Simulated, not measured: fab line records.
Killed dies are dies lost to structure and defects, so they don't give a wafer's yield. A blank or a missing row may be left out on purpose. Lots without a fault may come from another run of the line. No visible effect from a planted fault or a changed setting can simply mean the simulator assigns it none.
fab line records | flow n5-finfet
record lots=7 | wafers=39
route steps=1938 shown DUMMY_GATE@228 SD_EPI_N@279 SD_EPI_P@323 SD_ACTIVATION@330 GATE_CUT@500 MOL_CONTACT_COAG@559
start-h: hours from the record's first day to the start of the lot's first wafer shown | wait-h: time in hours since the lot's previous step | " same as the row above | L1.1+2: one row covering several wafers at once | - no value present, or no start provided | * or withheld: withheld | < > ~ a bound
route shown NAME@n: NAME is a module with steps in the file, n the number in the route of the first one | usual: mean and standard deviation over wafers with no fault | same: alike in all rows | chamber/n: place in a boat | sites: readings site by site | _std_site: standard deviation across them | _edge_site: outer sites' mean less inner sites' | radius-mm: how far each site lies from the wafer's centre | mask NAME#n: copy n | behind: tool/chamber where the wafer was last shaped | hold: reason for holding the lot/hours on hold/outcome of the hold | device: names the non-switching transistor (n, p or np) | end of line: the same wafers' tests at the end of the route | a step given without rows: its recipe and nothing more | killed: count of dies lost to structure and defects at first sort (not the wafer's yield) | map: per-die view of a wafer (x killed, . not killed, _ where there is no die)
set.NAME: the setting the step ran with; set.NAME@STEP: the setting that earlier step ran with | model.NAME: the simulator's own value behind a step, which no gauge read
lots where settings were altered on purpose, with a table for each step and a row for each wafer
## steps
# step N5_DUMMY_GATE_EXPOSE_12
# recipe mask-id=GATE | na=0.33 | source-shape=annular | sigma-inner=0.2 | sigma-outer=0.6 | polarization=unpolarized | target-cd-nm=25 | dose-mj=34
lot.wafer        | tool           | chamber | start-h | wait-h | mask   | set.dose-mj
L079.1+2+5       | euv-scanner-02 | 0       | 78.29   | -      | GATE#0 | 31.48
L079.3+4+6       | "              | 0       | "       | "      | GATE#0 | 34
L082.1+4+5       | euv-scanner-01 | 0       | 93.27   | -      | GATE#0 | 34
L082.2+3+6       | "              | 0       | "       | "      | GATE#0 | 35.8
L086.1+2+3+4+5+6 | euv-scanner-02 | 0       | 120.28  | -      | GATE#0 | 34
L089.1+5+6       | euv-scanner-01 | 0       | 134.93  | -      | GATE#0 | 32.34
L089.2+3+4       | "              | 0       | "       | "      | GATE#0 | 34
L093.1+3+5       | euv-scanner-01 | 0       | 166.83  | -      | GATE#0 | 34
L093.2+4+6       | "              | 0       | "       | "      | GATE#0 | 32.78
L096.1+2+3+4+5+6 | euv-scanner-01 | 0       | 184.67  | -      | GATE#0 | 34
L097.1+4+5       | euv-scanner-01 | 0       | 187.59  | -      | GATE#0 | 34
# step N5_DUMMY_GATE_PEB_13
# recipe peb-temp-c=100 | peb-time-s=60 | resist=CAR-EUV
# step N5_DUMMY_GATE_DEVELOP_14
# recipe develop-time-s=30 | developer=TMAH | resist=CAR-EUV | rinse-liquid=surfactant-rinse | dry=air-spin | dev-temp-c=23
# step N5_DUMMY_GATE_CD_MEAS_15
# recipe target-cd-nm=25.8 | landing-energy-ev=500 | detector=se-inlens
# usual cd-nm=24.99/0.27
lot.wafer | tool      | chamber | start-h | wait-h | set.dose-mj@DUMMY_GATE_EXPOSE_12 | cd-nm
L079.1    | cd-sem-03 | 0       | 78.41   | -      | 31.48                            | 26.36
L079.2    | "         | 0       | "       | "      | 31.48                            | 26.50
L079.3    | "         | 0       | "       | "      | 34                               | 25.09
L079.4    | "         | 0       | "       | "      | 34                               | 24.93
L079.5    | "         | 0       | "       | "      | 31.48                            | 26.54
L079.6    | "         | 0       | "       | "      | 34                               | 25.06
L082.1    | cd-sem-03 | 0       | 93.39   | -      | 34                               | 24.92
L082.2    | "         | 0       | "       | "      | 35.8                             | 24.00
L082.3    | "         | 0       | "       | "      | 35.8                             | 24.21
L082.4    | "         | 0       | "       | "      | 34                               | 25.15
L082.5    | "         | 0       | "       | "      | 34                               | 25.15
L082.6    | "         | 0       | "       | "      | 35.8                             | 24.37
L086.1    | cd-sem-02 | 0       | 120.41  | -      | 34                               | 24.40
L086.2    | "         | 0       | "       | "      | 34                               | 25.25
L086.3    | "         | 0       | "       | "      | 34                               | 25.06
L086.4    | "         | 0       | "       | "      | 34                               | 25.02
L086.5    | "         | 0       | "       | "      | 34                               | 25.25
L086.6    | "         | 0       | "       | "      | 34                               | 24.93
L089.1    | cd-sem-03 | 0       | 135.06  | -      | 32.34                            | 25.69
L089.2    | "         | 0       | "       | "      | 34                               | 25.18
L089.3    | "         | 0       | "       | "      | 34                               | 24.93
L089.4    | "         | 0       | "       | "      | 34                               | 24.68
L089.5    | "         | 0       | "       | "      | 32.34                            | 25.88
L089.6    | "         | 0       | "       | "      | 32.34                            | 25.80
L093.1    | cd-sem-01 | 0       | 166.95  | -      | 34                               | 24.83
L093.2    | "         | 0       | "       | "      | 32.78                            | 25.67
L093.3    | "         | 0       | "       | "      | 34                               | 24.64
L093.4    | "         | 0       | "       | "      | 32.78                            | 25.43
L093.5    | "         | 0       | "       | "      | 34                               | 24.67
L093.6    | "         | 0       | "       | "      | 32.78                            | 25.58
L096.1    | cd-sem-01 | 0       | 184.80  | -      | 34                               | 24.95
L096.2    | "         | 0       | "       | "      | 34                               | 24.66
L096.3    | "         | 0       | "       | "      | 34                               | 25.11
L096.4    | "         | 0       | "       | "      | 34                               | 24.69
L096.5    | "         | 0       | "       | "      | 34                               | 25.11
L096.6    | "         | 0       | "       | "      | 34                               | 24.76
L097.1    | cd-sem-02 | 0       | 187.71  | -      | 34                               | 25.12
L097.4    | "         | 0       | "       | "      | 34                               | 24.64
L097.5    | "         | 0       | "       | "      | 34                               | 25.35
# step N5_SD_EPI_N_ETCH_16
# recipe chemistry=CHF3/O2 | target=SiO2 | target-depth-a=50 | mask-material=SOC | pressure-mtorr=30 | source-w=650 | bias-w=170 | Ar_flow_sccm=200 | CHF3_flow_sccm=50 | O2_flow_sccm=5 | ion-energy-ev=200
lot.wafer | tool        | chamber | start-h | wait-h | set.target-depth-a | model.etch.depth-nm
L079.1    | rie-diel-01 | 2       | 81.83   | 0.1    | 53.62              | 5.554
L079.2    | "           | 3       | "       | "      | 50                 | 4.996
L079.3    | "           | 0       | "       | "      | 53.62              | 5.264
L079.4    | "           | 2       | "       | "      | 50                 | 5.171
L079.5    | "           | 3       | "       | "      | 50                 | 5.023
L079.6    | "           | 0       | "       | "      | 53.62              | 5.253
L082.1    | rie-diel-01 | 2       | 97.37   | 0.1    | 45.9               | 4.729
L082.2    | "           | 1       | "       | "      | 50                 | 4.959
L082.3    | "           | 0       | "       | "      | 45.9               | 4.485
L082.4    | "           | 3       | "       | "      | 45.9               | 4.63
L082.5    | "           | 1       | "       | "      | 50                 | 4.928
L082.6    | "           | 0       | "       | "      | 50                 | 4.898
L086.1    | rie-diel-06 | 3       | 125.32  | 0.1    | 51.74              | 5.092
L086.2    | "           | 2       | "       | "      | 51.74              | 5.096
L086.3    | "           | 1       | "       | "      | 51.74              | 5.314
L086.4    | "           | 0       | "       | "      | 50                 | 5.072
L086.5    | "           | 2       | "       | "      | 50                 | 4.927
L086.6    | "           | 1       | "       | "      | 50                 | 5.098
L089.1    | rie-diel-03 | 3       | 138.05  | 0.1    | 50                 | 5.136
L089.2    | "           | 1       | "       | "      | 50                 | 5.05
L089.3    | "           | 0       | "       | "      | 50                 | 4.962
L089.4    | "           | 2       | "       | "      | 44.04              | 4.522
L089.5    | "           | 3       | "       | "      | 44.04              | 4.546
L089.6    | "           | 2       | "       | "      | 44.04              | 4.533
L093.1    | rie-diel-01 | 3       | 169.92  | 0.1    | 52.78              | 5.273
L093.2    | "           | 0       | "       | "      | 50                 | 4.942
L093.3    | "           | 2       | "       | "      | 52.78              | 5.432
L093.4    | "           | 1       | "       | "      | 50                 | 4.997
L093.5    | "           | 3       | "       | "      | 50                 | 4.959
L093.6    | "           | 0       | "       | "      | 52.78              | 5.222
L096.1    | rie-diel-06 | 3       | 188.59  | 0.1    | 50                 | 4.864
L096.2    | "           | 2       | "       | "      | 50                 | 4.871
L096.3    | "           | 0       | "       | "      | 54.83              | 5.614
L096.4    | "           | 1       | "       | "      | 50                 | 5.02
L096.5    | "           | 1       | "       | "      | 54.83              | 5.52
L096.6    | "           | 2       | "       | "      | 54.83              | 5.368
L097.1    | rie-diel-01 | 1       | 193.24  | 0.1    | 50                 | 4.918
L097.4    | "           | 0       | "       | "      | 50                 | 4.974
L097.5    | "           | 1       | "       | "      | 50                 | 4.909
# step N5_SD_EPI_N_EPI_21
# recipe material=Si:P | dopant=P | temp-c=680 | pressure-torr=255 | time-s=690
lot.wafer    | tool         | chamber | start-h | wait-h | set.temp-c | model.Si-P_of_SD_EPI_N_EPI_21.thk-nm
L079.1       | epi-rpcvd-01 | 0       | 82.88   | 0.1    | 680        | 58.8
L079.2+3+5+6 | "            | 0       | "       | "      | 680        | 59
L079.4       | "            | 0       | "       | "      | 680        | 59.2
L082.1       | epi-rpcvd-02 | 0       | 98.85   | 0.3    | 680        | 58.8
L082.2+6     | "            | 0       | "       | "      | 684.6      | 65
L082.3       | "            | 0       | "       | "      | 680        | 60
L082.4       | "            | 0       | "       | "      | 684.6      | 64.8
L082.5       | "            | 0       | "       | "      | 680        | 59.4
L086.1+2+4   | epi-rpcvd-01 | 0       | 126.38  | 0.1    | 680        | 59
L086.3+5     | "            | 0       | "       | "      | 680        | 59.2
L086.6       | "            | 0       | "       | "      | 680        | 59.8
L089.1       | epi-rpcvd-03 | 0       | 139.17  | 0.1    | 680        | 58.6
L089.2       | "            | 0       | "       | "      | 681.7      | 60.8
L089.3       | "            | 0       | "       | "      | 681.7      | 60.6
L089.4+6     | "            | 0       | "       | "      | 680        | 59
L089.5       | "            | 0       | "       | "      | 681.7      | 61.4
L093.1       | epi-rpcvd-02 | 0       | 170.97  | 0.1    | 680        | 60
L093.2+5     | "            | 0       | "       | "      | 680        | 59.4
L093.3       | "            | 0       | "       | "      | 680        | 59.2
L093.4+6     | "            | 0       | "       | "      | 680        | 59.8
L096.1       | epi-rpcvd-02 | 0       | 189.65  | 0.1    | 680        | 59.6
L096.2       | "            | 0       | "       | "      | 680        | 60
L096.3       | "            | 0       | "       | "      | 683        | 63
L096.4       | "            | 0       | "       | "      | 683        | 62.6
L096.5       | "            | 0       | "       | "      | 683        | 62.4
L096.6       | "            | 0       | "       | "      | 680        | 59.2
L097.1       | epi-rpcvd-03 | 0       | 194.48  | 0.2    | 680        | 58.6
L097.4       | "            | 0       | 195.60  | 1.2    | 680        | 57.8
L097.5       | "            | 0       | "       | "      | 680        | 58.2
# step N5_SD_EPI_N_EPI_MEAS_23
# recipe mode=xrd
# usual thk-nm=59.1/1.1
lot.wafer | tool          | chamber | start-h | wait-h | set.temp-c@SD_EPI_N_EPI_21 | thk-nm
L079.1    | film-metro-01 | -       | 84.60   | 1.4    | 680                        | 58.9
L079.2    | "             | -       | "       | "      | 680                        | 59.7
L079.3    | "             | -       | "       | "      | 680                        | 57.7
L079.4    | "             | -       | "       | "      | 680                        | 59.8
L079.5    | "             | -       | "       | "      | 680                        | 58.4
L079.6    | "             | -       | "       | "      | 680                        | 59.1
L082.1    | film-metro-02 | -       | 101.87  | 2.5    | 680                        | 56.6
L082.2    | "             | -       | "       | "      | 684.6                      | 64.8
L082.3    | "             | -       | "       | "      | 680                        | 58.3
L082.4    | "             | -       | "       | "      | 684.6                      | 65.5
L082.5    | "             | -       | "       | "      | 680                        | 59.9
L082.6    | "             | -       | "       | "      | 684.6                      | 65.2
L086.1    | film-metro-02 | -       | 128.10  | 1.4    | 680                        | 59.9
L086.2    | "             | -       | "       | "      | 680                        | 56.9
L086.3    | "             | -       | "       | "      | 680                        | 59.9
L086.4    | "             | -       | "       | "      | 680                        | 59.3
L086.5    | "             | -       | "       | "      | 680                        | 59.5
L086.6    | "             | -       | "       | "      | 680                        | 59.5
L089.1    | film-metro-01 | -       | 140.88  | 1.4    | 680                        | 58.1
L089.2    | "             | -       | "       | "      | 681.7                      | 60.8
L089.3    | "             | -       | "       | "      | 681.7                      | 60.6
L089.4    | "             | -       | "       | "      | 680                        | 58.3
L089.5    | "             | -       | "       | "      | 681.7                      | 61.5
L089.6    | "             | -       | "       | "      | 680                        | 59.9
L093.1    | film-metro-02 | -       | 172.69  | 1.4    | 680                        | 59.2
L093.2    | "             | -       | "       | "      | 680                        | 58.6
L093.3    | "             | -       | "       | "      | 680                        | 59.0
L093.4    | "             | -       | "       | "      | 680                        | 59.6
L093.5    | "             | -       | "       | "      | 680                        | 59.1
L093.6    | "             | -       | "       | "      | 680                        | 59.7
L096.1    | film-metro-01 | -       | 191.37  | 1.4    | 680                        | 60.6
L096.2    | "             | -       | "       | "      | 680                        | 59.7
L096.3    | "             | -       | "       | "      | 683                        | 62.9
L096.4    | "             | -       | "       | "      | 683                        | 63.2
L096.5    | "             | -       | "       | "      | 683                        | 61.3
L096.6    | "             | -       | "       | "      | 680                        | 59.3
L097.1    | film-metro-01 | -       | 196.75  | 1.9    | 680                        | 56.3
L097.4    | "             | -       | "       | "      | 680                        | 57.8
L097.5    | "             | -       | "       | "      | 680                        | 58.6
# step N5_SD_EPI_N_PRECLEAN_24
# recipe chemistry=O3/DIW | time-s=60 | temp-c=22 | o3-ppm=10
# step N5_SD_EPI_N_SRD_25
# recipe time-s=30 | temp-c=23 | rinse-liquid=diw | dry=ipa-marangoni
# step N5_SD_EPI_P_HM_STRIP_48
# recipe chemistry=H3PO4 | temp-c=160 | material=SiNx | target=SiNx | target-depth-a=30 | overetch-fraction=0.3
# step N5_SD_EPI_P_SRD_49
# recipe dry=ipa-marangoni | time-s=30 | temp-c=23 | rinse-liquid=diw
# step N5_SD_EPI_P_PRECLEAN_24
# recipe chemistry=O3/DIW | time-s=45 | temp-c=22 | o3-ppm=10
lot.wafer  | tool         | chamber | start-h | wait-h | set.temp-c@SD_EPI_N_EPI_21 | model.Si-P_of_SD_EPI_N_EPI_21.thk-nm
L079.1+6   | wet-bench-04 | 6,3     | 89.31   | 0.0    | 680                        | 58
L079.2+3+5 | "            | 5,7,4   | "       | "      | 680                        | 58.2
L079.4     | "            | 0       | "       | "      | 680                        | 58.4
L082.1     | wet-bench-06 | 3       | 106.45  | 0.0    | 680                        | 58
L082.2+4+6 | "            | 2,1,0   | "       | "      | 684.6                      | 64
L082.3     | "            | 4       | "       | "      | 680                        | 59.2
L082.5     | "            | 7       | "       | "      | 680                        | 58.6
L086.1     | wet-bench-03 | 4       | 134.92  | 0.0    | 680                        | 58
L086.2+4   | "            | 3,5     | "       | "      | 680                        | 58.2
L086.3+5   | "            | 2,7     | "       | "      | 680                        | 58.4
L086.6     | "            | 6       | "       | "      | 680                        | 59
L089.1     | wet-bench-06 | 3       | 145.64  | 0.0    | 680                        | 57.8
L089.2     | "            | 4       | "       | "      | 681.7                      | 60
L089.3     | "            | 0       | "       | "      | 681.7                      | 59.6
L089.4+6   | "            | 1,7     | "       | "      | 680                        | 58.2
L089.5     | "            | 2       | "       | "      | 681.7                      | 60.6
L093.1+4+6 | wet-bench-06 | 7,3,2   | 177.25  | 0.0    | 680                        | 59
L093.2+5   | "            | 5,6     | "       | "      | 680                        | 58.6
L093.3     | "            | 4       | "       | "      | 680                        | 58.4
L096.1     | wet-bench-03 | 5       | 197.08  | 0.0    | 680                        | 58.8
L096.2     | "            | 2       | "       | "      | 680                        | 59.2
L096.3     | "            | 6       | "       | "      | 683                        | 62.2
L096.4+5   | "            | 7,0     | "       | "      | 683                        | 61.6
L096.6     | "            | 1       | "       | "      | 680                        | 58.4
L097.1     | wet-bench-04 | 6       | 201.75  | 0.0    | 680                        | 57.8
L097.4     | "            | 7       | "       | "      | 680                        | 57
L097.5     | "            | 1       | "       | "      | 680                        | 57.4
# step N5_SD_EPI_P_PRECLEAN_32
# recipe chemistry=dHF | time-s=10 | dilution=500:1 | temp-c=25
# step N5_SD_EPI_P_PRECLEAN_33
# recipe chemistry=SC2 | time-s=45 | temp-c=35 | mix=1:1:50
# step N5_SD_ACTIVATION_RTA_00
# recipe temp-c=975 | time-s=0 | ambient=N2 | idle-temp-c=600 | ramp-up-c-per-s=150 | ramp-down-c-per-s=60 | cool-to-c=600
# step N5_SD_ACTIVATION_LSA_01
# recipe temp-c=1080 | time-s=0.0008 | ambient=N2
# step N5_SD_ACTIVATION_RS_MEAS_03
# recipe thk-meas-gauge=four-point-probe
# usual RS_SD_N=21.80/0.28 | RS_SD_P=55.9/0.94
lot.wafer | tool          | chamber | start-h | wait-h | set.temp-c@SD_EPI_N_EPI_21 | RS_SD_N[ohm/sq] | RS_SD_P[ohm/sq]
L079.1    | film-metro-02 | -       | 89.81   | 0.2    | 680                        | 22.06           | 57.3
L079.2    | "             | -       | "       | "      | 680                        | 21.80           | 56.7
L079.3    | "             | -       | "       | "      | 680                        | 21.94           | 57.5
L079.4    | "             | -       | "       | "      | 680                        | 21.78           | 56.9
L079.5    | "             | -       | "       | "      | 680                        | 21.89           | 56.6
L079.6    | "             | -       | "       | "      | 680                        | 21.86           | 55.9
L082.1    | film-metro-02 | -       | 107.05  | 0.2    | 680                        | 22.18           | 56.9
L082.2    | "             | -       | "       | "      | 684.6                      | 20.15           | 55.4
L082.3    | "             | -       | "       | "      | 680                        | 21.76           | 55.6
L082.4    | "             | -       | "       | "      | 684.6                      | 20.20           | 55.3
L082.5    | "             | -       | "       | "      | 680                        | 21.89           | 55.5
L082.6    | "             | -       | "       | "      | 684.6                      | 20.27           | 54.6
L086.1    | film-metro-01 | -       | 137.20  | 0.2    | 680                        | 21.88           | 54.8
L086.2    | "             | -       | "       | "      | 680                        | 21.74           | 54.9
L086.3    | "             | -       | "       | "      | 680                        | 21.85           | 54.7
L086.4    | "             | -       | "       | "      | 680                        | 21.64           | 55.4
L086.5    | "             | -       | "       | "      | 680                        | 21.82           | 54.7
L086.6    | "             | -       | "       | "      | 680                        | 21.47           | 54.1
L089.1    | film-metro-02 | -       | 146.66  | 0.2    | 680                        | 22.31           | 56.0
L089.2    | "             | -       | "       | "      | 681.7                      | 21.43           | 56.7
L089.3    | "             | -       | "       | "      | 681.7                      | 21.45           | 56.5
L089.4    | "             | -       | "       | "      | 680                        | 22.02           | 55.5
L089.5    | "             | -       | "       | "      | 681.7                      | 21.23           | 56.0
L089.6    | "             | -       | "       | "      | 680                        | 21.84           | 56.7
L093.1    | film-metro-01 | -       | 180.25  | 0.2    | 680                        | 21.64           | 56.2
L093.2    | "             | -       | "       | "      | 680                        | 21.68           | 56.2
L093.3    | "             | -       | "       | "      | 680                        | 21.74           | 55.9
L093.4    | "             | -       | "       | "      | 680                        | 21.55           | 55.9
L093.5    | "             | -       | "       | "      | 680                        | 21.55           | 56.8
L093.6    | "             | -       | "       | "      | 680                        | 21.66           | 56.7
L096.1    | film-metro-02 | -       | 197.58  | 0.2    | 680                        | 21.77           | 56.3
L096.2    | "             | -       | "       | "      | 680                        | 21.43           | 54.7
L096.3    | "             | -       | "       | "      | 683                        | 20.40           | 55.6
L096.4    | "             | -       | "       | "      | 683                        | 20.96           | 55.3
L096.5    | "             | -       | "       | "      | 683                        | 20.64           | 55.3
L096.6    | "             | -       | "       | "      | 680                        | 21.74           | 56.1
L097.1    | film-metro-02 | -       | 202.39  | 0.2    | 680                        | 21.79           | 56.4
L097.4    | "             | -       | "       | "      | 680                        | 22.14           | 56.0
L097.5    | "             | -       | "       | "      | 680                        | 22.14           | 57.2
# step N5_GATE_CUT_CUT_ETCH_53
# recipe chemistry=SF6/Cl2 | target=W | mask-material=SiO2 | target-depth-a=792 | pressure-mtorr=8 | icp-w=900 | bias-w=80 | SF6_flow_sccm=40 | Cl2_flow_sccm=60 | ends=cleared
# usual etch-rf-on-time-s=26.3/0.57
lot.wafer | tool         | chamber | start-h | wait-h | set.icp-w | etch-rf-on-time-s
L079.1    | rie-metal-02 | 0       | 116.91  | 0.1    | 1038      | 23.6
L079.2    | "            | 1       | "       | "      | 900       | 26.5
L079.3    | "            | 0       | "       | "      | 900       | 26.5
L079.4    | "            | 1       | "       | "      | 1038      | 23.4
L079.5    | "            | 1       | "       | "      | 1038      | 23.2
L079.6    | "            | 0       | "       | "      | 900       | 26.3
L082.1    | rie-metal-01 | 0       | 132.42  | 0.1    | 900       | 25.4
L082.2    | "            | 1       | "       | "      | 1008      | 24.3
L082.3    | "            | 1       | "       | "      | 1008      | 24.1
L082.4    | "            | 0       | "       | "      | 900       | 25.4
L082.5    | "            | 0       | "       | "      | 1008      | 23.1
L082.6    | "            | 1       | "       | "      | 900       | 26.5
L086.1    | rie-metal-02 | 0       | 162.79  | 0.1    | 900       | 26.7
L086.2    | "            | 1       | "       | "      | 1007      | 24.1
L086.3    | "            | 0       | "       | "      | 900       | 26.7
L086.4    | "            | 1       | "       | "      | 1007      | 24.2
L086.5    | "            | 1       | "       | "      | 1007      | 24.2
L086.6    | "            | 0       | "       | "      | 900       | 26.6
L089.1    | rie-metal-03 | 0       | 172.44  | 0.1    | 900       | 26.5
L089.2    | "            | 1       | "       | "      | 900       | 27.0
L089.3    | "            | 0       | "       | "      | 1022      | 23.7
L089.4    | "            | 1       | "       | "      | 900       | 27.2
L089.5    | "            | 0       | "       | "      | 1022      | 23.6
L089.6    | "            | 1       | "       | "      | 1022      | 24.4
L093.1    | rie-metal-01 | 1       | 207.07  | 0.1    | 776.6     | 30.1
L093.2    | "            | 0       | "       | "      | 776.6     | 28.9
L093.3    | "            | 1       | "       | "      | 900       | 26.7
L093.4    | "            | 0       | "       | "      | 900       | 25.1
L093.5    | "            | 0       | "       | "      | 900       | 25.3
L093.6    | "            | 1       | "       | "      | 776.6     | 30.1
L096.1    | rie-metal-01 | 0       | 223.77  | 0.1    | 900       | 25.5
L096.2    | "            | 1       | "       | "      | 988.2     | 24.7
L096.3    | "            | 1       | "       | "      | 988.2     | 24.6
L096.4    | "            | 0       | "       | "      | 988.2     | 23.7
L096.5    | "            | 0       | "       | "      | 900       | 25.5
L096.6    | "            | 1       | "       | "      | 900       | 26.5
L097.1    | rie-metal-02 | 0       | 227.81  | 0.1    | 900       | 27.2
L097.4    | "            | 0       | "       | "      | 900       | 27.2
L097.5    | "            | 1       | "       | "      | 900       | 26.9
# step N5_MOL_CONTACT_COAG_ALD_27
# recipe material=SiOC | target-thk-a=170 | temp-c=400 | ald-precursor-family=carbosiloxane | ald-co-reactant=H2-plasma | pulse-time-s=1.5 | time-s=2720 | purge-time-s=2 | co-reactant-purge-time-s=2 | ald-cycles=340 | pressure-torr=2
lot.wafer      | tool       | chamber   | start-h | wait-h | set.ald-cycles | model.SiOC_of_MOL_CONTACT_COAG_ALD_27.thk-nm
L079.1+2       | ald-sin-03 | 0,2       | 125.89  | 0.0    | 304            | 15.2
L079.3+4       | "          | 1,0       | "       | "      | 340            | 17
L079.5         | "          | 1         | "       | "      | 304            | 15
L079.6         | "          | 2         | "       | "      | 340            | 16.8
L082.1+3+5+6   | ald-sin-03 | 0,2,0,2   | 149.80  | 0.0    | 340            | 16.8
L082.2+4       | "          | 3         | "       | "      | 340            | 17
L086.1+2+4+5+6 | ald-sin-02 | 1,0,2,1,0 | 174.32  | 0.0    | 340            | 17
L086.3         | "          | 3         | "       | "      | 340            | 17.2
L089.1+3       | ald-sin-04 | 0,3       | 190.03  | 1.0    | 340            | 17
L089.2         | "          | 2         | "       | "      | 340            | 17.2
L089.4+6       | "          | 1         | "       | "      | 361            | 18
L089.5         | "          | 2         | "       | "      | 361            | 18.2
L093.1+6       | ald-sin-02 | 2         | 217.13  | 0.0    | 340            | 17.2
L093.2+3+4+5   | "          | 3,0,1,3   | "       | "      | 340            | 17
L096.1+6       | ald-sin-04 | 0,2       | 233.70  | 0.0    | 302            | 15.2
L096.2+3+5     | "          | 1,2,1     | "       | "      | 340            | 17
L096.4         | "          | 3         | "       | "      | 302            | 15
L097.1+5       | ald-sin-02 | 0,1       | 241.77  | 0.0    | 340            | 17
L097.4         | "          | 2         | "       | "      | 340            | 17.2
# step N5_MOL_CONTACT_COAG_VIA_ETCH_46
# recipe chemistry=C4F6/O2 | target-depth-a=460 | overetch-a=92 | mask-material=SOC | target=SiO2 | bias-w=455 | pressure-mtorr=10 | time-s=40 | source-w=325 | Ar_flow_sccm=300 | C4F6_flow_sccm=10 | O2_flow_sccm=10 | ion-energy-ev=575.3 | ends=end-point
# usual rf-vpp-V=1588/33
lot.wafer | tool        | chamber | start-h | wait-h | set.bias-w | rf-vpp-V
L079.1    | rie-diel-06 | 3       | 129.27  | 0.0    | 455        | 1541
L079.2    | "           | 1       | "       | "      | 416.8      | 1536
L079.3    | "           | 0       | "       | "      | 416.8      | 1533
L079.4    | "           | 2       | "       | "      | 455        | 1548
L079.5    | "           | 2       | "       | "      | 416.8      | 1450
L079.6    | "           | 1       | "       | "      | 455        | 1640
L082.1    | rie-diel-03 | 1       | 153.44  | 0.0    | 455        | 1586
L082.2    | "           | 2       | "       | "      | 381.9      | 1368
L082.3    | "           | 0       | "       | "      | 381.9      | 1407
L082.4    | "           | 3       | "       | "      | 381.9      | 1377
L082.5    | "           | 2       | "       | "      | 455        | 1559
L082.6    | "           | 3       | "       | "      | 455        | 1571
L086.1    | rie-diel-06 | 1       | 177.72  | 0.0    | 517        | 1800
L086.2    | "           | 3       | "       | "      | 517        | 1722
L086.3    | "           | 0       | "       | "      | 455        | 1637
L086.4    | "           | 2       | "       | "      | 455        | 1549
L086.5    | "           | 3       | "       | "      | 455        | 1568
L086.6    | "           | 2       | "       | "      | 517        | 1704
L089.1    | rie-diel-06 | 2       | 193.55  | 0.0    | 455        | 1548
L089.2    | "           | 1       | "       | "      | 494.2      | 1742
L089.3    | "           | 3       | "       | "      | 455        | 1565
L089.4    | "           | 0       | "       | "      | 494.2      | 1740
L089.5    | "           | 3       | "       | "      | 455        | 1567
L089.6    | "           | 0       | "       | "      | 494.2      | 1739
L093.1    | rie-diel-06 | 3       | 220.69  | 0.0    | 455        | 1567
L093.2    | "           | 0       | "       | "      | 487.7      | 1721
L093.3    | "           | 2       | "       | "      | 487.7      | 1630
L093.4    | "           | 1       | "       | "      | 487.7      | 1725
L093.5    | "           | 3       | "       | "      | 455        | 1565
L093.6    | "           | 2       | "       | "      | 455        | 1549
L096.1    | rie-diel-01 | 3       | 238.71  | 0.0    | 455        | 1611
L096.2    | "           | 0       | "       | "      | 455        | 1590
L096.3    | "           | 1       | "       | "      | 455        | 1557
L096.4    | "           | 2       | "       | "      | 455        | 1597
L096.5    | "           | 1       | "       | "      | 455        | 1557
L096.6    | "           | 2       | "       | "      | 455        | 1598
L097.1    | rie-diel-03 | 3       | 245.83  | 0.0    | 455        | 1571
L097.4    | "           | 0       | "       | "      | 455        | 1604
L097.5    | "           | 0       | "       | "      | 455        | 1604
## key
split step=N5_DUMMY_GATE_EXPOSE_12 | setting=dose-mj | stated=34 | by=wafer
response step=N5_DUMMY_GATE_CD_MEAS_15 | reading=cd-nm | change=-0.188 | per=1% | r=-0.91
split step=N5_SD_EPI_N_ETCH_16 | setting=target-depth-a | stated=50 | by=wafer
response step=N5_SD_EPI_N_ETCH_16 | reading=model.etch.depth-nm | change=+0.0473 | per=1% | r=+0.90
split step=N5_SD_EPI_N_EPI_21 | setting=temp-c | stated=680 | by=wafer
response step=N5_SD_EPI_N_EPI_21 | reading=model.Si-P_of_SD_EPI_N_EPI_21.thk-nm | change=+7.85 | per=1% | r=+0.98
response step=N5_SD_EPI_N_EPI_MEAS_23 | reading=thk-nm | change=* | per=1% | r=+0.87
response step=N5_SD_EPI_P_PRECLEAN_24 | reading=model.Si-P_of_SD_EPI_N_EPI_21.thk-nm | change=+7.66 | per=1% | r=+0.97
response step=N5_SD_ACTIVATION_RS_MEAS_03 | reading=RS_SD_N | change=-2.49 | per=1% | r=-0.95
split step=N5_GATE_CUT_CUT_ETCH_53 | setting=icp-w | stated=900 | by=wafer
response step=N5_GATE_CUT_CUT_ETCH_53 | reading=etch-rf-on-time-s | change=* | per=1% | r=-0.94
split step=N5_MOL_CONTACT_COAG_ALD_27 | setting=ald-cycles | stated=340 | by=wafer
response step=N5_MOL_CONTACT_COAG_ALD_27 | reading=model.SiOC_of_MOL_CONTACT_COAG_ALD_27.thk-nm | change=+0.168 | per=1% | r=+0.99
split step=N5_MOL_CONTACT_COAG_VIA_ETCH_46 | setting=bias-w | stated=455 | by=wafer
response step=N5_MOL_CONTACT_COAG_VIA_ETCH_46 | reading=rf-vpp-V | change=+12.9 | per=1% | r=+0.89
